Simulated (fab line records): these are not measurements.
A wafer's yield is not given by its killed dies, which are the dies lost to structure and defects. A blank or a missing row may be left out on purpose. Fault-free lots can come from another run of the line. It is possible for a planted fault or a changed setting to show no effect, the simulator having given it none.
Which tool did it? / flow n5_finfet / 24 lots with 72 wafers sampled at 5 steps, on a route of 1938 steps

WHAT THE GAUGES READ, wafer by wafer
N5_BEOL_M8_CD_MEAS_11: target cd 38.5 nm. Usual: 38.2 nm for cd_nm, sd 0.48.
lot=L074; measured=day 9 09:04; on=cd_sem-03; cd_nm (nm)=38.4 38.4 38.4; flag=
lot=L075; measured=day 9 12:44; on=cd_sem-01; cd_nm (nm)=38.2 37.8 38.4; flag=
lot=L076; measured=day 9 19:49; on=cd_sem-03; cd_nm (nm)=38.8 38.4 37.7; flag=
lot=L077; measured=day 9 23:44; on=cd_sem-03; cd_nm (nm)=38.1 37.8 39.0; flag=
lot=L078; measured=day 10 04:46; on=cd_sem-01; cd_nm (nm)=38.3 37.8 37.6; flag=
lot=L079; measured=day 10 06:44; on=cd_sem-02; cd_nm (nm)=38.2 38.2 38.6; flag=
lot=L080; measured=day 10 16:02; on=cd_sem-03; cd_nm (nm)=37.4 38.3 38.9; flag=
lot=L081; measured=day 10 22:42; on=cd_sem-02; cd_nm (nm)=38.3 37.6 37.8; flag=
lot=L082; measured=day 11 08:34; on=cd_sem-01; cd_nm (nm)=38.2 38.3 37.7; flag=
lot=L083; measured=day 11 16:17; on=cd_sem-01; cd_nm (nm)=38.4 37.6 38.1; flag=
lot=L084; measured=day 11 16:28; on=cd_sem-01; cd_nm (nm)=38.7 38.7 39.4; flag=
lot=L086; measured=day 12 00:44; on=cd_sem-03; cd_nm (nm)=38.5 37.8 37.8; flag=
lot=L085; measured=day 12 01:47; on=cd_sem-03; cd_nm (nm)=37.8 37.7 37.7; flag=
lot=L087; measured=day 13 00:17; on=cd_sem-01; cd_nm (nm)=38.1 38.3 38.2; flag=
lot=L090; measured=day 13 08:59; on=cd_sem-01; cd_nm (nm)=37.1 37.3 37.9; flag=
lot=L088; measured=day 13 09:10; on=cd_sem-01; cd_nm (nm)=37.3 38.7 37.9; flag=
lot=L091; measured=day 13 13:15; on=cd_sem-02; cd_nm (nm)=38.5 38.8 38.5; flag=
lot=L089; measured=day 13 13:17; on=cd_sem-03; cd_nm (nm)=38.4 37.2 37.6; flag=
lot=L093; measured=day 14 02:09; on=cd_sem-02; cd_nm (nm)=38.2 37.5 37.5; flag=
lot=L092; measured=day 14 02:28; on=cd_sem-01; cd_nm (nm)=38.5 38.8 38.7; flag=
lot=L094; measured=day 14 05:26; on=cd_sem-01; cd_nm (nm)=38.4 38.7 38.8; flag=
lot=L095; measured=day 14 17:46; on=cd_sem-01; cd_nm (nm)=37.9 38.1 37.8; flag=
lot=L096; measured=day 15 15:46; on=cd_sem-01; cd_nm (nm)=38.2 38.0 38.7; flag=
lot=L097; measured=day 15 15:56; on=cd_sem-03; cd_nm (nm)=38.8 37.8 37.7; flag=

N5_BEOL_M8_CD_MEAS_18: pitch 80 nm, target cd 40 nm. Usual: 39.8 nm for cd_nm, sd 0.59.
lot=L074; measured=day 9 09:37; on=cd_sem-03; cd_nm (nm)=39.5 40.0 39.6; flag=
lot=L075; measured=day 9 13:19; on=cd_sem-02; cd_nm (nm)=39.9 39.4 39.9; flag=
lot=L076; measured=day 9 20:25; on=cd_sem-03; cd_nm (nm)=40.3 40.6 39.6; flag=
lot=L077; measured=day 10 00:26; on=cd_sem-02; cd_nm (nm)=39.5 39.5 40.1; flag=
lot=L078; measured=day 10 05:28; on=cd_sem-03; cd_nm (nm)=39.4 39.2 39.3; flag=
lot=L079; measured=day 10 07:38; on=cd_sem-01; cd_nm (nm)=39.9 39.9 40.3; flag=
lot=L080; measured=day 10 16:35; on=cd_sem-03; cd_nm (nm)=39.6 39.9 40.6; flag=
lot=L081; measured=day 10 23:43; on=cd_sem-01; cd_nm (nm)=39.2 39.5 39.3; flag=
lot=L082; measured=day 11 09:07; on=cd_sem-02; cd_nm (nm)=40.0 40.1 39.6; flag=
lot=L083; measured=day 11 16:50; on=cd_sem-02; cd_nm (nm)=40.2 38.6 40.3; flag=
lot=L084; measured=day 11 17:01; on=cd_sem-02; cd_nm (nm)=41.0 40.8 41.3; flag=
lot=L086; measured=day 12 01:17; on=cd_sem-01; cd_nm (nm)=40.4 39.1 39.1; flag=
lot=L085; measured=day 12 02:44; on=cd_sem-01; cd_nm (nm)=39.0 39.6 39.6; flag=
lot=L087; measured=day 13 00:50; on=cd_sem-02; cd_nm (nm)=40.4 40.4 40.2; flag=
lot=L090; measured=day 13 09:35; on=cd_sem-01; cd_nm (nm)=38.0 38.8 38.3; flag=
lot=L088; measured=day 13 09:43; on=cd_sem-03; cd_nm (nm)=39.3 40.4 39.5; flag=
lot=L091; measured=day 13 14:02; on=cd_sem-03; cd_nm (nm)=40.0 40.4 40.5; flag=
lot=L089; measured=day 13 14:22; on=cd_sem-01; cd_nm (nm)=39.5 38.7 38.9; flag=
lot=L093; measured=day 14 02:42; on=cd_sem-01; cd_nm (nm)=39.9 39.4 40.1; flag=
lot=L092; measured=day 14 03:01; on=cd_sem-01; cd_nm (nm)=39.1 40.6 39.8; flag=
lot=L094; measured=day 14 06:16; on=cd_sem-02; cd_nm (nm)=39.9 40.7 40.4; flag=
lot=L095; measured=day 14 18:20; on=cd_sem-02; cd_nm (nm)=39.9 39.6 39.6; flag=
lot=L096; measured=day 15 16:43; on=cd_sem-02; cd_nm (nm)=39.8 39.9 40.2; flag=
lot=L097; measured=day 15 17:24; on=cd_sem-03; cd_nm (nm)=40.2 40.0 39.2; flag=

N5_BEOL_M8_OVL_MEAS_29. Usual: V7_OVL gives 0.3 nm (standard deviation 0.73).
lot=L074; measured=day 9 11:14; on=overlay-02; V7_OVL (nm)=1.6 -0.3 0.5; flag=
lot=L075; measured=day 9 14:57; on=overlay-02; V7_OVL (nm)=1.5 0.8 0.4; flag=
lot=L076; measured=day 9 21:05; on=overlay-02; V7_OVL (nm)=0.3 1.4 0.2; flag=
lot=L077; measured=day 10 01:32; on=overlay-01; V7_OVL (nm)=-0.4 0.1 -0.4; flag=
lot=L078; measured=day 10 05:49; on=overlay-01; V7_OVL (nm)=0.3 1.6 1.5; flag=
lot=L079; measured=day 10 08:40; on=overlay-02; V7_OVL (nm)=-1.1 -0.2 -0.4; flag=
lot=L080; measured=day 10 23:38; on=overlay-02; V7_OVL (nm)=0.6 -0.4 1.9; flag=
lot=L081; measured=day 11 00:28; on=overlay-01; V7_OVL (nm)=0.1 -0.5 -0.1; flag=
lot=L082; measured=day 11 09:31; on=overlay-01; V7_OVL (nm)=-0.1 0.5 0.1; flag=
lot=L083; measured=day 11 18:51; on=overlay-02; V7_OVL (nm)=0.0 0.1 -0.1; flag=
lot=L084; measured=day 11 18:41; on=overlay-01; V7_OVL (nm)=-0.5 0.5 -0.2; flag=
lot=L086; measured=day 12 01:45; on=overlay-02; V7_OVL (nm)=1.3 0.5 0.9; flag=
lot=L085; measured=day 12 06:05; on=overlay-01; V7_OVL (nm)=1.5 0.9 1.7; flag=
lot=L087; measured=day 13 02:14; on=overlay-01; V7_OVL (nm)=0.0 0.0 0.5; flag=
lot=L090; measured=day 13 11:33; on=overlay-01; V7_OVL (nm)=1.1 1.0 1.1; flag=
lot=L088; measured=day 13 12:16; on=overlay-02; V7_OVL (nm)=0.9 0.9 -0.1; flag=
lot=L091; measured=day 13 14:22; on=overlay-01; V7_OVL (nm)=1.0 0.4 1.1; flag=
lot=L089; measured=day 13 14:43; on=overlay-01; V7_OVL (nm)=0.4 -0.5 0.2; flag=
lot=L093; measured=day 14 04:04; on=overlay-02; V7_OVL (nm)=-0.2 0.8 -0.3; flag=
lot=L092; measured=day 14 04:13; on=overlay-01; V7_OVL (nm)=1.2 -0.6 0.8; flag=
lot=L094; measured=day 14 10:29; on=overlay-01; V7_OVL (nm)=-0.1 -0.3 0.7; flag=
lot=L095; measured=day 14 22:52; on=overlay-02; V7_OVL (nm)=-0.8 0.2 -0.7; flag=
lot=L096; measured=day 15 17:50; on=overlay-02; V7_OVL (nm)=1.0 0.3 0.9; flag=
lot=L097; measured=day 15 18:01; on=overlay-01; V7_OVL (nm)=2.1 2.3 0.5; flag=

TOOL THAT RAN EACH LOT (tool first, then ch and the chambers of the sampled wafers, then the start)
lot=L074; N5_BEOL_M8_ETCH_62=rie_diel-05 ch 2,3, day 9 09:14; N5_BEOL_M8_STRIP_19=rie_diel-02 ch 0,1,3, day 9 09:32
lot=L075; N5_BEOL_M8_ETCH_62=rie_diel-05 ch 1,2, day 9 12:56; N5_BEOL_M8_STRIP_19=rie_diel-06 ch 0,2,3, day 9 13:14
lot=L076; N5_BEOL_M8_ETCH_62=rie_diel-06 ch 0,1, day 9 20:00; N5_BEOL_M8_STRIP_19=rie_diel-05 ch 0,2,3, day 9 20:21
lot=L077; N5_BEOL_M8_ETCH_62=rie_diel-02 ch 0,1,2, day 10 00:04; N5_BEOL_M8_STRIP_19=rie_diel-06 ch 1,2,3, day 10 00:22
lot=L078; N5_BEOL_M8_ETCH_62=rie_diel-02 ch 0,1,3, day 10 04:58; N5_BEOL_M8_STRIP_19=rie_diel-05 ch 1,2,3, day 10 05:24
lot=L079; N5_BEOL_M8_ETCH_62=rie_diel-02 ch 0,1,2, day 10 07:15; N5_BEOL_M8_STRIP_19=rie_diel-02 ch 0,1,2, day 10 07:33
lot=L080; N5_BEOL_M8_ETCH_62=rie_diel-02 ch 1,2, day 10 16:13; N5_BEOL_M8_STRIP_19=rie_diel-05 ch 1,2,3, day 10 16:31
lot=L081; N5_BEOL_M8_ETCH_62=rie_diel-05 ch 0,3, day 10 23:16; N5_BEOL_M8_STRIP_19=rie_diel-06 ch 0,2,3, day 10 23:39
lot=L082; N5_BEOL_M8_ETCH_62=rie_diel-02 ch 0,1,3, day 11 08:44; N5_BEOL_M8_STRIP_19=rie_diel-02 ch 0,2,3, day 11 09:02
lot=L083; N5_BEOL_M8_ETCH_62=rie_diel-05 ch 0,2,3, day 11 16:28; N5_BEOL_M8_STRIP_19=rie_diel-02 ch 0,1, day 11 16:46
lot=L084; N5_BEOL_M8_ETCH_62=rie_diel-06 ch 0,1,2, day 11 16:38; N5_BEOL_M8_STRIP_19=rie_diel-02 ch 2,3, day 11 16:56
lot=L086; N5_BEOL_M8_ETCH_62=rie_diel-06 ch 2,3, day 12 00:55; N5_BEOL_M8_STRIP_19=rie_diel-06 ch 0,1,3, day 12 01:13
lot=L085; N5_BEOL_M8_ETCH_62=rie_diel-06 ch 1,2,3, day 12 02:19; N5_BEOL_M8_STRIP_19=rie_diel-02 ch 1,2, day 12 02:38
lot=L087; N5_BEOL_M8_ETCH_62=rie_diel-02 ch 0,1,3, day 13 00:28; N5_BEOL_M8_STRIP_19=rie_diel-02 ch 2,3, day 13 00:46
lot=L090; N5_BEOL_M8_ETCH_62=rie_diel-05 ch 1,3, day 13 09:10; N5_BEOL_M8_STRIP_19=rie_diel-02 ch 0,2,3, day 13 09:31
lot=L088; N5_BEOL_M8_ETCH_62=rie_diel-02 ch 0,1,3, day 13 09:21; N5_BEOL_M8_STRIP_19=rie_diel-06 ch 1,3, day 13 09:38
lot=L091; N5_BEOL_M8_ETCH_62=rie_diel-05 ch 0,2,3, day 13 13:38; N5_BEOL_M8_STRIP_19=rie_diel-02 ch 1,2,3, day 13 13:58
lot=L089; N5_BEOL_M8_ETCH_62=rie_diel-05 ch 1,2,3, day 13 13:54; N5_BEOL_M8_STRIP_19=rie_diel-06 ch 1,2,3, day 13 14:18
lot=L093; N5_BEOL_M8_ETCH_62=rie_diel-02 ch 1,2,3, day 14 02:20; N5_BEOL_M8_STRIP_19=rie_diel-05 ch 0,1,3, day 14 02:38
lot=L092; N5_BEOL_M8_ETCH_62=rie_diel-06 ch 1,2,3, day 14 02:39; N5_BEOL_M8_STRIP_19=rie_diel-05 ch 0,1,3, day 14 02:57
lot=L094; N5_BEOL_M8_ETCH_62=rie_diel-06 ch 1,2, day 14 05:44; N5_BEOL_M8_STRIP_19=rie_diel-05 ch 0,1,3, day 14 06:11
lot=L095; N5_BEOL_M8_ETCH_62=rie_diel-05 ch 0,1, day 14 17:58; N5_BEOL_M8_STRIP_19=rie_diel-05 ch 0,1, day 14 18:16
lot=L096; N5_BEOL_M8_ETCH_62=rie_diel-05 ch 1,2, day 15 16:13; N5_BEOL_M8_STRIP_19=rie_diel-05 ch 0,3, day 15 16:39
lot=L097; N5_BEOL_M8_ETCH_62=rie_diel-05 ch 1,2, day 15 16:57; N5_BEOL_M8_STRIP_19=rie_diel-02 ch 0,1,2, day 15 17:19
- N5_BEOL_M8_ETCH_62: etches SOC in N2/H2, target depth 110 nm, overetch 22 nm, time 165 s.
- N5_BEOL_M8_STRIP_19: strips in O2.

AS READ BY THE TOOLS THEMSELVES (means over the sampled wafers that have a number; for cases with no such wafer, the mark the record gives instead)
N5_BEOL_M8_ETCH_62. Usual: drypump_motor_current_A 5.8 A, standard deviation 0.59; oes_product_au 0.68 a.u., standard deviation 0.064; rf_vpp_V 522.7 V, standard deviation 2.4; showerhead_plenum_p_Torr 2.50 Torr, standard deviation 0.075; throttle_valve_pct 17.7 %, standard deviation 0.34.
lot=L074; tool=rie_diel-05; drypump_motor_current_A (A)=5.5; oes_product_au (a.u.)=0.67; rf_vpp_V (V)=522.2; showerhead_plenum_p_Torr (Torr)=2.48; throttle_valve_pct (%)=17.5; flag=
lot=L075; tool=rie_diel-05; drypump_motor_current_A (A)=6.5; oes_product_au (a.u.)=0.70; rf_vpp_V (V)=522.7; showerhead_plenum_p_Torr (Torr)=2.49; throttle_valve_pct (%)=17.7; flag=
lot=L076; tool=rie_diel-06; drypump_motor_current_A (A)=5.2; oes_product_au (a.u.)=0.66; rf_vpp_V (V)=523.6; showerhead_plenum_p_Torr (Torr)=2.50; throttle_valve_pct (%)=17.9; flag=
lot=L077; tool=rie_diel-02; drypump_motor_current_A (A)=5.6; oes_product_au (a.u.)=0.70; rf_vpp_V (V)=521.7; showerhead_plenum_p_Torr (Torr)=2.47; throttle_valve_pct (%)=17.6; flag=
lot=L078; tool=rie_diel-02; drypump_motor_current_A (A)=5.5; oes_product_au (a.u.)=0.68; rf_vpp_V (V)=522.5; showerhead_plenum_p_Torr (Torr)=2.49; throttle_valve_pct (%)=17.7; flag=
lot=L079; tool=rie_diel-02; drypump_motor_current_A (A)=5.6; oes_product_au (a.u.)=0.70; rf_vpp_V (V)=521.7; showerhead_plenum_p_Torr (Torr)=2.47; throttle_valve_pct (%)=17.6; flag=
lot=L080; tool=rie_diel-02; drypump_motor_current_A (A)=6.0; oes_product_au (a.u.)=0.67; rf_vpp_V (V)=521.8; showerhead_plenum_p_Torr (Torr)=2.46; throttle_valve_pct (%)=17.7; flag=
lot=L081; tool=rie_diel-05; drypump_motor_current_A (A)=5.3; oes_product_au (a.u.)=0.67; rf_vpp_V (V)=522.0; showerhead_plenum_p_Torr (Torr)=2.46; throttle_valve_pct (%)=17.5; flag=
lot=L082; tool=rie_diel-02; drypump_motor_current_A (A)=5.5; oes_product_au (a.u.)=0.66; rf_vpp_V (V)=522.6; showerhead_plenum_p_Torr (Torr)=2.49; throttle_valve_pct (%)=17.8; flag=
lot=L083; tool=rie_diel-05; drypump_motor_current_A (A)=5.8; oes_product_au (a.u.)=0.64; rf_vpp_V (V)=521.9; showerhead_plenum_p_Torr (Torr)=2.48; throttle_valve_pct (%)=17.7; flag=
lot=L084; tool=rie_diel-06; drypump_motor_current_A (A)=5.7; oes_product_au (a.u.)=0.69; rf_vpp_V (V)=522.7; showerhead_plenum_p_Torr (Torr)=2.52; throttle_valve_pct (%)=17.8; flag=
lot=L086; tool=rie_diel-06; drypump_motor_current_A (A)=6.3; oes_product_au (a.u.)=0.69; rf_vpp_V (V)=523.2; showerhead_plenum_p_Torr (Torr)=2.53; throttle_valve_pct (%)=17.9; flag=
lot=L085; tool=rie_diel-06; drypump_motor_current_A (A)=6.2; oes_product_au (a.u.)=0.70; rf_vpp_V (V)=525.7; showerhead_plenum_p_Torr (Torr)=2.60; throttle_valve_pct (%)=17.7; flag=
lot=L087; tool=rie_diel-02; drypump_motor_current_A (A)=5.5; oes_product_au (a.u.)=0.73; rf_vpp_V (V)=521.9; showerhead_plenum_p_Torr (Torr)=2.48; throttle_valve_pct (%)=17.7; flag=
lot=L090; tool=rie_diel-05; drypump_motor_current_A (A)=5.4; oes_product_au (a.u.)=0.69; rf_vpp_V (V)=521.9; showerhead_plenum_p_Torr (Torr)=2.45; throttle_valve_pct (%)=17.4; flag=
lot=L088; tool=rie_diel-02; drypump_motor_current_A (A)=5.5; oes_product_au (a.u.)=0.72; rf_vpp_V (V)=522.1; showerhead_plenum_p_Torr (Torr)=2.48; throttle_valve_pct (%)=17.7; flag=
lot=L091; tool=rie_diel-05; drypump_motor_current_A (A)=5.8; oes_product_au (a.u.)=0.63; rf_vpp_V (V)=521.9; showerhead_plenum_p_Torr (Torr)=2.47; throttle_valve_pct (%)=17.7; flag=
lot=L089; tool=rie_diel-05; drypump_motor_current_A (A)=6.0; oes_product_au (a.u.)=0.66; rf_vpp_V (V)=522.4; showerhead_plenum_p_Torr (Torr)=2.47; throttle_valve_pct (%)=17.6; flag=
lot=L093; tool=rie_diel-02; drypump_motor_current_A (A)=5.9; oes_product_au (a.u.)=0.70; rf_vpp_V (V)=522.2; showerhead_plenum_p_Torr (Torr)=2.47; throttle_valve_pct (%)=17.7; flag=
lot=L092; tool=rie_diel-06; drypump_motor_current_A (A)=6.2; oes_product_au (a.u.)=0.68; rf_vpp_V (V)=526.3; showerhead_plenum_p_Torr (Torr)=2.59; throttle_valve_pct (%)=17.8; flag=
lot=L094; tool=rie_diel-06; drypump_motor_current_A (A)=6.0; oes_product_au (a.u.)=0.73; rf_vpp_V (V)=526.2; showerhead_plenum_p_Torr (Torr)=2.60; throttle_valve_pct (%)=17.5; flag=
lot=L095; tool=rie_diel-05; drypump_motor_current_A (A)=6.1; oes_product_au (a.u.)=0.65; rf_vpp_V (V)=520.5; showerhead_plenum_p_Torr (Torr)=2.44; throttle_valve_pct (%)=17.7; flag=
lot=L096; tool=rie_diel-05; drypump_motor_current_A (A)=6.5; oes_product_au (a.u.)=0.73; rf_vpp_V (V)=522.3; showerhead_plenum_p_Torr (Torr)=2.47; throttle_valve_pct (%)=17.6; flag=
lot=L097; tool=rie_diel-05; drypump_motor_current_A (A)=6.5; oes_product_au (a.u.)=0.76; rf_vpp_V (V)=522.7; showerhead_plenum_p_Torr (Torr)=2.48; throttle_valve_pct (%)=17.7; flag=

N5_BEOL_M8_STRIP_19. Usual: drypump_motor_current_A 5.8 A, standard deviation 0.56; oes_product_au 0.80 a.u., standard deviation 0.077; rf_vpp_V 3.7 V, standard deviation 0.69; showerhead_plenum_p_Torr 2.06 Torr, standard deviation 0.062; throttle_valve_pct 16.60 %, standard deviation 0.25.
lot=L074; tool=rie_diel-02; drypump_motor_current_A (A)=5.5; oes_product_au (a.u.)=0.81; rf_vpp_V (V)=3.3; showerhead_plenum_p_Torr (Torr)=2.06; throttle_valve_pct (%)=16.55; flag=
lot=L075; tool=rie_diel-06; drypump_motor_current_A (A)=5.9; oes_product_au (a.u.)=0.76; rf_vpp_V (V)=4.0; showerhead_plenum_p_Torr (Torr)=2.07; throttle_valve_pct (%)=16.87; flag=
lot=L076; tool=rie_diel-05; drypump_motor_current_A (A)=5.8; oes_product_au (a.u.)=0.76; rf_vpp_V (V)=3.7; showerhead_plenum_p_Torr (Torr)=2.05; throttle_valve_pct (%)=16.55; flag=
lot=L077; tool=rie_diel-06; drypump_motor_current_A (A)=6.2; oes_product_au (a.u.)=0.86; rf_vpp_V (V)=4.0; showerhead_plenum_p_Torr (Torr)=2.16; throttle_valve_pct (%)=16.60; flag=
lot=L078; tool=rie_diel-05; drypump_motor_current_A (A)=6.0; oes_product_au (a.u.)=0.80; rf_vpp_V (V)=3.3; showerhead_plenum_p_Torr (Torr)=2.06; throttle_valve_pct (%)=16.56; flag=
lot=L079; tool=rie_diel-02; drypump_motor_current_A (A)=5.6; oes_product_au (a.u.)=0.82; rf_vpp_V (V)=3.2; showerhead_plenum_p_Torr (Torr)=2.04; throttle_valve_pct (%)=16.50; flag=
lot=L080; tool=rie_diel-05; drypump_motor_current_A (A)=5.9; oes_product_au (a.u.)=0.79; rf_vpp_V (V)=3.6; showerhead_plenum_p_Torr (Torr)=2.06; throttle_valve_pct (%)=16.57; flag=
lot=L081; tool=rie_diel-06; drypump_motor_current_A (A)=5.8; oes_product_au (a.u.)=0.76; rf_vpp_V (V)=3.4; showerhead_plenum_p_Torr (Torr)=2.07; throttle_valve_pct (%)=16.90; flag=
lot=L082; tool=rie_diel-02; drypump_motor_current_A (A)=5.7; oes_product_au (a.u.)=0.76; rf_vpp_V (V)=2.9; showerhead_plenum_p_Torr (Torr)=2.05; throttle_valve_pct (%)=16.75; flag=
lot=L083; tool=rie_diel-02; drypump_motor_current_A (A)=5.3; oes_product_au (a.u.)=0.82; rf_vpp_V (V)=3.3; showerhead_plenum_p_Torr (Torr)=2.05; throttle_valve_pct (%)=16.34; flag=
lot=L084; tool=rie_diel-02; drypump_motor_current_A (A)=6.0; oes_product_au (a.u.)=0.71; rf_vpp_V (V)=3.8; showerhead_plenum_p_Torr (Torr)=2.05; throttle_valve_pct (%)=16.87; flag=
lot=L086; tool=rie_diel-06; drypump_motor_current_A (A)=5.7; oes_product_au (a.u.)=0.76; rf_vpp_V (V)=3.1; showerhead_plenum_p_Torr (Torr)=2.12; throttle_valve_pct (%)=16.80; flag=
lot=L085; tool=rie_diel-02; drypump_motor_current_A (A)=6.0; oes_product_au (a.u.)=0.77; rf_vpp_V (V)=3.7; showerhead_plenum_p_Torr (Torr)=2.03; throttle_valve_pct (%)=16.59; flag=
lot=L087; tool=rie_diel-02; drypump_motor_current_A (A)=6.0; oes_product_au (a.u.)=0.88; rf_vpp_V (V)=3.4; showerhead_plenum_p_Torr (Torr)=2.04; throttle_valve_pct (%)=16.57; flag=
lot=L090; tool=rie_diel-02; drypump_motor_current_A (A)=5.8; oes_product_au (a.u.)=0.84; rf_vpp_V (V)=3.3; showerhead_plenum_p_Torr (Torr)=2.04; throttle_valve_pct (%)=16.63; flag=
lot=L088; tool=rie_diel-06; drypump_motor_current_A (A)=6.1; oes_product_au (a.u.)=0.82; rf_vpp_V (V)=3.7; showerhead_plenum_p_Torr (Torr)=2.21; throttle_valve_pct (%)=16.55; flag=
lot=L091; tool=rie_diel-02; drypump_motor_current_A (A)=5.9; oes_product_au (a.u.)=0.83; rf_vpp_V (V)=3.5; showerhead_plenum_p_Torr (Torr)=2.04; throttle_valve_pct (%)=16.51; flag=
lot=L089; tool=rie_diel-06; drypump_motor_current_A (A)=6.2; oes_product_au (a.u.)=0.81; rf_vpp_V (V)=3.5; showerhead_plenum_p_Torr (Torr)=2.14; throttle_valve_pct (%)=16.66; flag=
lot=L093; tool=rie_diel-05; drypump_motor_current_A (A)=5.7; oes_product_au (a.u.)=0.79; rf_vpp_V (V)=3.5; showerhead_plenum_p_Torr (Torr)=2.02; throttle_valve_pct (%)=16.48; flag=
lot=L092; tool=rie_diel-05; drypump_motor_current_A (A)=5.8; oes_product_au (a.u.)=0.80; rf_vpp_V (V)=4.0; showerhead_plenum_p_Torr (Torr)=2.02; throttle_valve_pct (%)=16.49; flag=
lot=L094; tool=rie_diel-05; drypump_motor_current_A (A)=5.8; oes_product_au (a.u.)=0.79; rf_vpp_V (V)=3.6; showerhead_plenum_p_Torr (Torr)=2.02; throttle_valve_pct (%)=16.49; flag=
lot=L095; tool=rie_diel-05; drypump_motor_current_A (A)=6.3; oes_product_au (a.u.)=0.80; rf_vpp_V (V)=4.3; showerhead_plenum_p_Torr (Torr)=2.02; throttle_valve_pct (%)=16.61; flag=
lot=L096; tool=rie_diel-05; drypump_motor_current_A (A)=5.3; oes_product_au (a.u.)=0.75; rf_vpp_V (V)=4.2; showerhead_plenum_p_Torr (Torr)=2.02; throttle_valve_pct (%)=16.41; flag=
lot=L097; tool=rie_diel-02; drypump_motor_current_A (A)=5.6; oes_product_au (a.u.)=0.77; rf_vpp_V (V)=3.9; showerhead_plenum_p_Torr (Torr)=2.03; throttle_valve_pct (%)=16.58; flag=

THE ANSWER, worked out from the rows above alone
Rule: lot off if the mean of its wafers having a number is beyond 3 standard deviations from the usual mean. Also off: a lot with no number at a reading for which 4 or more lots have one. Where the step has rows for the other lots, those lots are counted as sound. Order of review: gauges by route order, followed by the tools' own readings, for which a lot's mean as printed above is used. At the first step where some lot is off, the reading lying furthest off is the one used; lots without a number count as furthest.
Nothing can be told from this: no lot is off at any reading shown.

WHAT HAD BEEN PUT IN BY THE SIMULATOR
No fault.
